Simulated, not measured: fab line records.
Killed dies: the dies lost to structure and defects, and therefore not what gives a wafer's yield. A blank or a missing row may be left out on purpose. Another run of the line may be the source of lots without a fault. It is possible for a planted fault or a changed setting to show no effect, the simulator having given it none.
fab line records	flow n5-finfet	part 1 of 2: steps 1 to 24 of 34
record: lots: 5	wafers: 15	last-day: 17
route steps=1938 shown BEOL_M5@1163 BEOL_M6@1194
lots with no fault: from the same line, run without faults
start-h: start of the lot's first displayed wafer, in hours after the record's first day	wait-h: how many hours have passed since the lot's step before this one	" identical to the entry in the row above	L1.1+2: several wafers, shown together as one row	- either no value or no given start	* or withheld: withheld	< > ~ a bound
route shown NAME@n: NAME is a module with steps in the file, n the number in the route of the first one	usual: mean and standard deviation over wafers with no fault	same: alike in all rows	chamber/n: place in a boat	sites: the reading at each site	_std_site: their standard deviation	_edge_site: mean of outer sites minus mean of inner sites	radius-mm: how far each site lies from the wafer's centre	mask NAME#n: copy n	behind: the most recent tool/chamber to have shaped the wafer	hold: what put the lot on hold/how long, in hours/how the hold closed	device: names the non-switching transistor (n, p or np)	end of line: tests run on the same wafers once the route is complete	where a step has no rows: the recipe by itself	killed: count of dies lost to structure and defects at first sort (not the wafer's yield)	map: the dies of a wafer, with x for killed, . for not killed, _ for no die there
set.NAME: the setting the step ran with; set.NAME@STEP: the setting that earlier step ran with	model.NAME: the simulator's own value behind a step, which no gauge read
lots at selected steps of the route; one table per step, one row per wafer
services: when a tool's chamber went out of use (start-h, in hours from the record's first day, below 0 if earlier), for how many hours, and the reason
== steps ==
step: N5_BEOL_M5_OCD_MEAS_38
usual: trench-depth-nm: 72.0/1.4
lot.wafer	tool	chamber	start-h	wait-h	trench-depth-nm
L077.1	ocd-02	-	182.06	-	69.6
L077.2	"	-	"	"	72.0
L077.5	"	-	"	"	72.3
L078.1	ocd-02	-	189.36	-	73.3
L078.3	"	-	"	"	74.4
L078.5	"	-	"	"	74.7
L086.2	ocd-02	-	261.94	-	73.1
L086.5	"	-	"	"	73.5
L086.6	"	-	"	"	72.2
L088.1	ocd-02	-	262.86	-	71.7
L088.2	"	-	"	"	70.6
L088.4	"	-	"	"	70.5
L095.1	ocd-02	-	305.50	-	71.9
L095.3	"	-	"	"	72.6
L095.4	"	-	"	"	72.2
step: N5_BEOL_M5_HM_STRIP_39
recipe: chemistry: peroxide-tin-strip	material: TiN	target-depth-a: 250	temp-c: 50	time-s: 158
usual: bath-heat-duty-pct: 7.3/0.67
lot.wafer	tool	chamber	start-h	wait-h	bath-heat-duty-pct
L077.1	wet-bench-04	0	182.10	0.0	8.2
L077.2	"	2	"	"	7.6
L077.5	"	5	"	"	7.0
L078.1	wet-bench-04	6	189.40	0.0	7.3
L078.3	"	0	"	"	8.8
L078.5	"	7	"	"	7.5
L086.2	wet-bench-01	7	261.97	0.0	7.9
L086.5	"	3	"	"	7.3
L086.6	"	0	"	"	7.0
L088.1	wet-bench-06	0	262.90	0.0	7.0
L088.2	"	7	"	"	7.3
L088.4	"	6	"	"	7.2
L095.1	wet-bench-04	1	305.53	0.0	7.0
L095.3	"	6	"	"	7.8
L095.4	"	2	"	"	6.5
step: N5_BEOL_M5_SRD_40
recipe: time-s: 30	temp-c: 23	rinse-liquid: diw	dry: ipa-marangoni
usual: bath-heat-duty-pct: 3.8/0.52	do-supply-ppb: 10.00/0.091
lot.wafer	tool	chamber	start-h	wait-h	bath-heat-duty-pct	do-supply-ppb
L077.1	wet-bench-04	0	182.15	0.0	4.2	10.09
L077.2	"	2	"	"	4.0	9.89
L077.5	"	5	"	"	3.6	10.03
L078.1	wet-bench-04	6	189.45	0.0	3.9	9.91
L078.3	"	0	"	"	4.5	10.04
L078.5	"	7	"	"	3.7	9.93
L086.2	wet-bench-01	7	262.02	0.0	3.1	9.83
L086.5	"	3	"	"	4.9	10.09
L086.6	"	0	"	"	3.4	9.89
L088.1	wet-bench-06	0	262.94	0.0	3.4	10.00
L088.2	"	7	"	"	3.6	10.11
L088.4	"	6	"	"	4.5	10.09
L095.1	wet-bench-04	1	305.58	0.0	3.6	10.21
L095.3	"	6	"	"	3.2	9.88
L095.4	"	2	"	"	4.1	10.01
step: N5_BEOL_M5_PRECLEAN_42
recipe: chemistry: residue-remover	time-s: 60	temp-c: 40
usual: bath-heat-duty-pct: 4.6/0.56
lot.wafer	tool	chamber	start-h	wait-h	bath-heat-duty-pct
L077.1	wet-bench-04	0	182.17	0.0	4.9
L077.2	"	2	"	"	4.1
L077.5	"	5	"	"	4.6
L078.1	wet-bench-04	6	189.46	0.0	4.9
L078.3	"	0	"	"	5.6
L078.5	"	7	"	"	4.9
L086.2	wet-bench-01	7	262.03	0.0	5.9
L086.5	"	3	"	"	5.2
L086.6	"	0	"	"	4.7
L088.1	wet-bench-06	0	262.96	0.0	4.7
L088.2	"	7	"	"	4.5
L088.4	"	6	"	"	4.6
L095.1	wet-bench-04	1	305.60	0.0	4.3
L095.3	"	6	"	"	4.2
L095.4	"	2	"	"	5.0
step: N5_BEOL_M5_SRD_43
recipe: time-s: 30	temp-c: 23	rinse-liquid: diw	dry: ipa-marangoni
usual: bath-heat-duty-pct: 3.7/0.49	do-supply-ppb: 10.01/0.11
lot.wafer	tool	chamber	start-h	wait-h	bath-heat-duty-pct	do-supply-ppb
L077.1	wet-bench-04	0	182.18	0.0	3.6	9.97
L077.2	"	2	"	"	4.1	10.01
L077.5	"	5	"	"	3.5	9.81
L078.1	wet-bench-04	6	189.48	0.0	3.9	9.97
L078.3	"	0	"	"	2.9	9.88
L078.5	"	7	"	"	3.7	9.95
L086.2	wet-bench-01	7	262.05	0.0	3.7	10.15
L086.5	"	3	"	"	3.8	10.15
L086.6	"	0	"	"	3.3	9.82
L088.1	wet-bench-06	0	262.98	0.0	3.9	10.20
L088.2	"	7	"	"	3.7	10.07
L088.4	"	6	"	"	4.3	10.15
L095.1	wet-bench-04	1	305.61	0.0	4.2	9.84
L095.3	"	6	"	"	4.0	10.07
L095.4	"	2	"	"	3.6	10.35
step: N5_BEOL_M5_CD_MEAS_35
recipe: target-cd-nm: 28	target-cd-y-nm: 24	polarity: opening
usual: cd-nm: 28.2/0.4
lot.wafer	tool	chamber	start-h	wait-h	cd-nm
L077.1	cd-sem-02	-	182.23	0.0	27.9
L077.2	"	-	"	"	28.2
L077.5	"	-	"	"	28.3
L078.1	cd-sem-02	-	189.52	0.0	27.9
L078.3	"	-	"	"	28.4
L078.5	"	-	"	"	27.9
L086.2	cd-sem-02	-	262.09	0.0	28.0
L086.5	"	-	"	"	28.4
L086.6	"	-	"	"	28.7
L088.1	cd-sem-03	-	263.02	0.0	28.5
L088.2	"	-	"	"	28.7
L088.4	"	-	"	"	27.7
L095.1	cd-sem-01	-	305.65	0.0	27.8
L095.3	"	-	"	"	28.7
L095.4	"	-	"	"	27.8
step: N5_BEOL_M5_CURE_80
recipe: temp-c: 370	time-s: 120	ambient: DMADMS/He	material: SiCOH_lowk
usual: lamp-power-pct: 52.31/0.053	wafer_temp_C_max: 372.0/0.76
lot.wafer	tool	chamber	start-h	wait-h	lamp-power-pct	wafer_temp_C_max
L077.1	uv-cure-03	0	182.27	0.0	52.24	372.1
L077.2	"	0	"	"	52.34	372.3
L077.5	"	0	"	"	52.34	372.6
L078.1	uv-cure-03	1	189.92	0.4	52.45	372.3
L078.3	"	1	"	"	52.31	373.3
L078.5	"	1	"	"	52.29	372.5
L086.2	uv-cure-03	0	262.18	0.1	52.42	372.3
L086.5	"	0	"	"	52.28	372.6
L086.6	"	0	"	"	52.29	371.6
L088.1	uv-cure-03	1	263.06	0.0	52.21	372.1
L088.2	"	1	"	"	52.28	373.5
L088.4	"	1	"	"	52.30	373.2
L095.1	uv-cure-02	2	305.70	0.0	52.25	371.3
L095.3	"	2	"	"	52.25	371.4
L095.4	"	2	"	"	52.34	371.9
step: N5_BEOL_M5_DEGAS_44
recipe: ambient: vacuum	temp-c: 250	time-s: 60
usual: heater-power-w: 349/56
lot.wafer	tool	chamber	start-h	wait-h	heater-power-w
L077.1	pvd-sputter-02	-	182.59	0.3	282
L077.2	"	-	"	"	359
L077.5	"	-	"	"	470
L078.1	pvd-sputter-01	-	190.25	0.3	326
L078.3	"	-	"	"	336
L078.5	"	-	"	"	333
L086.2	pvd-sputter-03	-	262.62	0.4	331
L086.5	"	-	"	"	334
L086.6	"	-	"	"	418
L088.1	pvd-sputter-02	-	264.89	1.8	286
L088.2	"	-	"	"	357
L088.4	"	-	"	"	463
L095.1	pvd-sputter-02	-	306.02	0.3	357
L095.3	"	-	"	"	286
L095.4	"	-	"	"	451
step: N5_BEOL_M5_PRE_CLEAN_45
recipe: gas: H2/He	time-s: 30	temp-c: 250
usual: heater-power-w: 349/55
lot.wafer	tool	chamber	start-h	wait-h	heater-power-w
L077.1	pvd-sputter-02	-	182.63	0.0	276
L077.2	"	-	"	"	358
L077.5	"	-	"	"	454
L078.1	pvd-sputter-01	-	190.29	0.0	318
L078.3	"	-	"	"	331
L078.5	"	-	"	"	337
L086.2	pvd-sputter-03	-	262.67	0.0	336
L086.5	"	-	"	"	331
L086.6	"	-	"	"	412
L088.1	pvd-sputter-02	-	264.93	0.0	285
L088.2	"	-	"	"	350
L088.4	"	-	"	"	464
L095.1	pvd-sputter-02	-	306.06	0.0	358
L095.3	"	-	"	"	286
L095.4	"	-	"	"	457
step: N5_BEOL_M5_ALD_86
recipe: material: TaN	target-thk-a: *	temp-c: 275	ald-precursor-family: PDMAT	ald-co-reactant: NH3	pressure-torr: 3	carrier-flow-sccm: 1500	pulse-time-s: 2	purge-time-s: 3	co-reactant-purge-time-s: 2	co-reactant-pulse-time-s: 3	ald-cycles: 30	precursor-vessel-temp-c: 75	precursor-vessel-pressure-torr: 26.25	precursor-vessel-carrier-sccm: 1000
usual: heater-power-w: 419/36
same: ald-cycles: 30
lot.wafer	tool	chamber	start-h	wait-h	heater-power-w
L077.1	ald-metal-03	1	182.69	0.0	428
L077.2	"	3	"	"	399
L077.5	"	3	"	"	391
L078.1	ald-metal-03	0	190.35	0.0	484
L078.3	"	2	"	"	440
L078.5	"	3	"	"	394
L086.2	ald-metal-04	0	262.73	0.0	328
L086.5	"	2	"	"	390
L086.6	"	3	"	"	419
L088.1	ald-metal-04	0	264.99	0.0	342
L088.2	"	3	"	"	412
L088.4	"	2	"	"	378
L095.1	ald-metal-03	3	306.12	0.0	392
L095.3	"	0	"	"	482
L095.4	"	2	"	"	440
step: N5_BEOL_M5_SURFACE_TREAT_87
recipe: gas: Ar	time-s: *	ion-energy-ev: *	ion-current-ma-cm2: 0.5	pressure-mtorr: *	ar-flow-sccm: 30
usual: throttle-valve-pct: *
lot.wafer	tool	chamber	start-h	wait-h	throttle-valve-pct
L077.1	pvd-sputter-02	-	182.92	0.1	*
L077.2	"	-	"	"	*
L077.5	"	-	"	"	*
L078.1	pvd-sputter-01	-	190.57	0.1	*
L078.3	"	-	"	"	*
L078.5	"	-	"	"	*
L086.2	pvd-sputter-01	-	262.96	0.1	*
L086.5	"	-	"	"	*
L086.6	"	-	"	"	*
L088.1	pvd-sputter-02	-	265.29	0.2	*
L088.2	"	-	"	"	*
L088.4	"	-	"	"	*
L095.1	pvd-sputter-01	-	306.34	0.1	*
L095.3	"	-	"	"	*
L095.4	"	-	"	"	*
step: N5_BEOL_M5_CVD_47
recipe: material: Co	target-thk-a: 30	temp-c: withheld	precursor: CCTBA/H2	pressure-torr: 30	time-s: 216
lot.wafer	tool	chamber	start-h	wait-h
L077.1+2+5	cvd-co-02	0,2,0	182.98	0.0
L078.1+3+5	cvd-co-02	1,2,2	190.63	0.0
L086.2+5+6	cvd-co-02	2,1,0	263.15	0.2
L088.1+2+4	cvd-co-02	0,2,0	265.35	0.0
L095.1+3+4	cvd-co-01	2,1,1	306.52	0.2
step: N5_BEOL_M5_SPUTTER_48
recipe: material: Cu	target-thk-a: 150	temp-c: -20	chamber-pressure-pa: 0.07	power-w: withheld	time-s: 27.62
usual: chamber-pressure-pa: 0.06999/0.00015	throttle-valve-pct: 30.0/0.69
lot.wafer	tool	chamber	start-h	wait-h	chamber-pressure-pa	throttle-valve-pct
L077.1	pvd-sputter-02	-	183.13	0.1	0.07003	30.0
L077.2	"	-	"	"	0.07003	30.7
L077.5	"	-	"	"	0.06991	29.7
L078.1	pvd-sputter-02	-	190.79	0.1	0.07002	29.8
L078.3	"	-	"	"	0.06994	30.4
L078.5	"	-	"	"	0.07023	31.1
L086.2	pvd-sputter-03	-	263.31	0.1	0.07013	29.4
L086.5	"	-	"	"	0.07023	29.4
L086.6	"	-	"	"	0.07007	29.8
L088.1	pvd-sputter-02	-	265.51	0.1	0.07	29.9
L088.2	"	-	"	"	0.06996	30.0
L088.4	"	-	"	"	0.06997	30.9
L095.1	pvd-sputter-02	-	306.68	0.1	0.0702	30.1
L095.3	"	-	"	"	0.07028	29.8
L095.4	"	-	"	"	0.06997	29.7
step: N5_BEOL_M5_ANNEAL_49
recipe: temp-c: 400	time-s: 1800	ambient: vacuum
usual: heater-power-w: 879/130
lot.wafer	tool	chamber	start-h	wait-h	heater-power-w
L077.1	pvd-sputter-02	-	183.21	0.0	874
L077.2	"	-	"	"	691
L077.5	"	-	"	"	1126
L078.1	pvd-sputter-02	-	190.87	0.0	777
L078.3	"	-	"	"	907
L078.5	"	-	"	"	692
L086.2	pvd-sputter-03	-	263.40	0.0	958
L086.5	"	-	"	"	957
L086.6	"	-	"	"	677
L088.1	pvd-sputter-02	-	265.59	0.0	787
L088.2	"	-	"	"	928
L088.4	"	-	"	"	677
L095.1	pvd-sputter-02	-	306.76	0.0	897
L095.3	"	-	"	"	795
L095.4	"	-	"	"	1147
step: N5_BEOL_M5_SPUTTER_81
recipe: material: Cu	target-thk-a: 150	temp-c: -20	chamber-pressure-pa: 0.07	power-w: withheld	time-s: 27.62
usual: chamber-pressure-pa: 0.06998/0.00013	throttle-valve-pct: 30.0/0.69
lot.wafer	tool	chamber	start-h	wait-h	chamber-pressure-pa	throttle-valve-pct
L077.1	pvd-sputter-02	-	184.22	0.5	0.06999	30.1
L077.2	"	-	"	"	0.07031	30.8
L077.5	"	-	"	"	0.06998	29.5
L078.1	pvd-sputter-02	-	191.87	0.5	0.06995	29.9
L078.3	"	-	"	"	0.06986	30.2
L078.5	"	-	"	"	0.06983	30.8
L086.2	pvd-sputter-03	-	264.53	0.6	0.06999	29.6
L086.5	"	-	"	"	0.06996	29.3
L086.6	"	-	"	"	0.06988	29.7
L088.1	pvd-sputter-02	-	266.60	0.5	0.06968	29.6
L088.2	"	-	"	"	0.07005	30.4
L088.4	"	-	"	"	0.06989	30.8
L095.1	pvd-sputter-02	-	307.77	0.5	0.06992	30.5
L095.3	"	-	"	"	0.07013	30.1
L095.4	"	-	"	"	0.07013	29.8
step: N5_BEOL_M5_ANNEAL_82
recipe: temp-c: 400	time-s: 1800	ambient: vacuum
usual: heater-power-w: 882/130
lot.wafer	tool	chamber	start-h	wait-h	heater-power-w
L077.1	pvd-sputter-02	-	184.30	0.0	899
L077.2	"	-	"	"	691
L077.5	"	-	"	"	1156
L078.1	pvd-sputter-02	-	191.95	0.0	829
L078.3	"	-	"	"	886
L078.5	"	-	"	"	696
L086.2	pvd-sputter-03	-	264.62	0.0	965
L086.5	"	-	"	"	944
L086.6	"	-	"	"	662
L088.1	pvd-sputter-02	-	266.68	0.0	792
L088.2	"	-	"	"	883
L088.4	"	-	"	"	691
L095.1	pvd-sputter-02	-	307.85	0.0	885
L095.3	"	-	"	"	792
L095.4	"	-	"	"	1145
step: N5_BEOL_M5_SPUTTER_83
recipe: material: Cu	target-thk-a: 150	temp-c: -20	chamber-pressure-pa: 0.07	power-w: withheld	time-s: 27.62
usual: chamber-pressure-pa: 0.06998/0.00015	throttle-valve-pct: 30.0/0.68
lot.wafer	tool	chamber	start-h	wait-h	chamber-pressure-pa	throttle-valve-pct
L077.1	pvd-sputter-02	-	185.31	0.5	0.06995	30.3
L077.2	"	-	"	"	0.07007	31.1
L077.5	"	-	"	"	0.07018	29.8
L078.1	pvd-sputter-02	-	192.96	0.5	0.0701	29.7
L078.3	"	-	"	"	0.0699	30.4
L078.5	"	-	"	"	0.06994	31.0
L086.2	pvd-sputter-03	-	265.75	0.6	0.06982	29.4
L086.5	"	-	"	"	0.06976	29.3
L086.6	"	-	"	"	0.06996	29.7
L088.1	pvd-sputter-02	-	267.68	0.5	0.07005	29.8
L088.2	"	-	"	"	0.07013	30.2
L088.4	"	-	"	"	0.0701	30.6
L095.1	pvd-sputter-02	-	308.85	0.5	0.07019	30.2
L095.3	"	-	"	"	0.06993	30.0
L095.4	"	-	"	"	0.06991	29.6
step: N5_BEOL_M5_ANNEAL_84
recipe: temp-c: 400	time-s: 1800	ambient: vacuum
usual: heater-power-w: 881/130
lot.wafer	tool	chamber	start-h	wait-h	heater-power-w
L077.1	pvd-sputter-02	-	185.39	0.0	893
L077.2	"	-	"	"	702
L077.5	"	-	"	"	1175
L078.1	pvd-sputter-02	-	193.04	0.0	827
L078.3	"	-	"	"	888
L078.5	"	-	"	"	689
L086.2	pvd-sputter-03	-	265.84	0.0	951
L086.5	"	-	"	"	946
L086.6	"	-	"	"	672
L088.1	pvd-sputter-02	-	267.76	0.0	793
L088.2	"	-	"	"	880
L088.4	"	-	"	"	711
L095.1	pvd-sputter-02	-	308.93	0.0	879
L095.3	"	-	"	"	801
L095.4	"	-	"	"	1167
step: N5_BEOL_M5_SPUTTER_88
recipe: material: Cu	target-thk-a: 150	temp-c: -20	chamber-pressure-pa: 0.07	power-w: withheld	time-s: 27.62
usual: chamber-pressure-pa: 0.06998/0.00015	throttle-valve-pct: 30.0/0.7
lot.wafer	tool	chamber	start-h	wait-h	chamber-pressure-pa	throttle-valve-pct
L077.1	pvd-sputter-02	-	186.39	0.5	0.06969	30.1
L077.2	"	-	"	"	0.07012	30.9
L077.5	"	-	"	"	0.07014	29.4
L078.1	pvd-sputter-02	-	194.05	0.5	0.06984	30.1
L078.3	"	-	"	"	0.07	30.2
L078.5	"	-	"	"	0.0698	31.0
L086.2	pvd-sputter-03	-	266.97	0.6	0.06995	29.1
L086.5	"	-	"	"	0.07012	29.6
L086.6	"	-	"	"	0.06978	29.9
L088.1	pvd-sputter-02	-	268.77	0.5	0.07003	30.0
L088.2	"	-	"	"	0.06997	30.1
L088.4	"	-	"	"	0.06992	31.0
L095.1	pvd-sputter-02	-	309.94	0.5	0.06982	30.3
L095.3	"	-	"	"	0.06997	30.1
L095.4	"	-	"	"	0.06995	29.8
step: N5_BEOL_M5_ANNEAL_89
recipe: temp-c: 400	time-s: 1800	ambient: vacuum
usual: heater-power-w: 879/130
lot.wafer	tool	chamber	start-h	wait-h	heater-power-w
L077.1	pvd-sputter-02	-	186.47	0.0	895
L077.2	"	-	"	"	693
L077.5	"	-	"	"	1150
L078.1	pvd-sputter-02	-	194.13	0.0	800
L078.3	"	-	"	"	908
L078.5	"	-	"	"	679
L086.2	pvd-sputter-03	-	267.06	0.0	972
L086.5	"	-	"	"	969
L086.6	"	-	"	"	654
L088.1	pvd-sputter-02	-	272.56	3.8	795
L088.2	"	-	"	"	913
L088.4	"	-	"	"	715
L095.1	pvd-sputter-02	-	310.02	0.0	893
L095.3	"	-	"	"	788
L095.4	"	-	"	"	1114
step: N5_BEOL_M5_SPUTTER_90
recipe: material: Cu	target-thk-a: 45	temp-c: -20	chamber-pressure-pa: 0.07	power-w: withheld	time-s: 8.29
usual: chamber-pressure-pa: 0.07/0.00016	throttle-valve-pct: 30.0/0.71
lot.wafer	tool	chamber	start-h	wait-h	chamber-pressure-pa	throttle-valve-pct
L077.1	pvd-sputter-02	-	187.48	0.5	0.0704	30.2
L077.2	"	-	"	"	0.0702	30.8
L077.5	"	-	"	"	0.07014	29.7
L078.1	pvd-sputter-02	-	195.13	0.5	0.06989	30.0
L078.3	"	-	"	"	0.07007	30.6
L078.5	"	-	"	"	0.07027	31.0
L086.2	pvd-sputter-03	-	268.20	0.6	0.06997	29.5
L086.5	"	-	"	"	0.06993	29.5
L086.6	"	-	"	"	0.06994	29.9
L088.1	pvd-sputter-02	-	273.57	0.5	0.07004	30.0
L088.2	"	-	"	"	0.07008	30.1
L088.4	"	-	"	"	0.06978	30.9
L095.1	pvd-sputter-02	-	311.03	0.5	0.06991	30.5
L095.3	"	-	"	"	0.07036	30.0
L095.4	"	-	"	"	0.0703	29.8
step: N5_BEOL_M5_ECD_50
recipe: material: Cu	target-thk-a: 3000
lot.wafer	tool	chamber	start-h	wait-h
L077.1+2+5	ecd-cu-02	0,1,1	187.60	0.1
L078.1+3+5	ecd-cu-02	1,0,0	195.25	0.1
L086.2+5+6	ecd-cu-01	0,1,0	268.32	0.1
L088.1+2+4	ecd-cu-02	0,1,0	273.69	0.1
L095.1+3+4	ecd-cu-02	0,0,1	311.15	0.1
step: N5_BEOL_M5_ANNEAL_51
recipe: temp-c: 225	time-s: 90	ambient: N2
usual: wafer_temp_C_max: 226.0/0.55
lot.wafer	tool	chamber	start-h	wait-h	wafer_temp_C_max
L077.1	rtp-anneal-01	0	187.73	0.1	226.4
L077.2	"	0	"	"	226.1
L077.5	"	0	"	"	226.7
L078.1	rtp-anneal-01	0	195.34	0.1	227.5
L078.3	"	0	"	"	227.1
L078.5	"	0	"	"	226.8
L086.2	rtp-anneal-01	0	268.45	0.1	226.2
L086.5	"	0	"	"	226.6
L086.6	"	0	"	"	226.1
L088.1	rtp-anneal-02	0	273.77	0.1	225.4
L088.2	"	0	"	"	225.5
L088.4	"	0	"	"	225.3
L095.1	rtp-anneal-02	0	311.25	0.1	225.6
L095.3	"	0	"	"	225.1
L095.4	"	0	"	"	225.5
step: N5_BEOL_M5_CMP_52
recipe: stop-on: SiCOH_lowk	t-overpolish-s: 6.9	down-force-psi: 1	platen-rpm: 50	clearing-platen-down-force-psi: 1.5	clearing-platen-rpm: 50	post-cmp-clean: cu-alkaline	target-thk-nm: 62	clearing-platen-pad-velocity-m-s: 0.99484	pad-velocity-m-s: 0.99484
usual: barrier-field-endpoint-s: 24.6/0.87	clearing-platen-rpm: 49.997/0.028	motor-current-A: 5.9/0.69	overpolish-run-s: 6.900/0.0089	time-to-endpoint-s: 62/4.5
lot.wafer	tool	chamber	start-h	wait-h	barrier-field-endpoint-s	clearing-platen-rpm	motor-current-A	overpolish-run-s	time-to-endpoint-s
L077.2	cmp-04	2	188.06	0.2	26.0	50.008	5.7	6.906	72
L077.1	"	3	"	"	25.0	50.031	6.3	6.886	66
L077.5	"	1	"	"	24.8	50.013	4.7	6.895	59
L078.3	cmp-01	0	195.63	0.2	24.6	49.951	6.7	6.912	66
L078.1	"	2	"	"	24.6	50.007	5.3	6.904	63
L078.5	"	0	"	"	25.6	49.986	6.2	6.894	65
L086.2	cmp-01	2	268.78	0.3	24.1	49.982	5.3	6.896	61
L086.6	"	0	"	"	24.8	50.033	6.8	6.922	64
L086.5	"	1	"	"	23.9	50.014	5.2	6.914	58
L088.4	cmp-03	0	274.07	0.1	24.8	50.023	5.4	6.881	64
L088.2	"	1	"	"	24.9	50.005	7.1	6.908	65
L088.1	"	2	"	"	22.7	50.010	6.2	6.900	54
L095.4	cmp-04	1	311.58	0.1	24.2	50.010	4.7	6.900	58
L095.3	"	2	"	"	25.2	49.974	5.7	6.905	67
L095.1	"	3	"	"	24.9	49.989	6.6	6.889	62
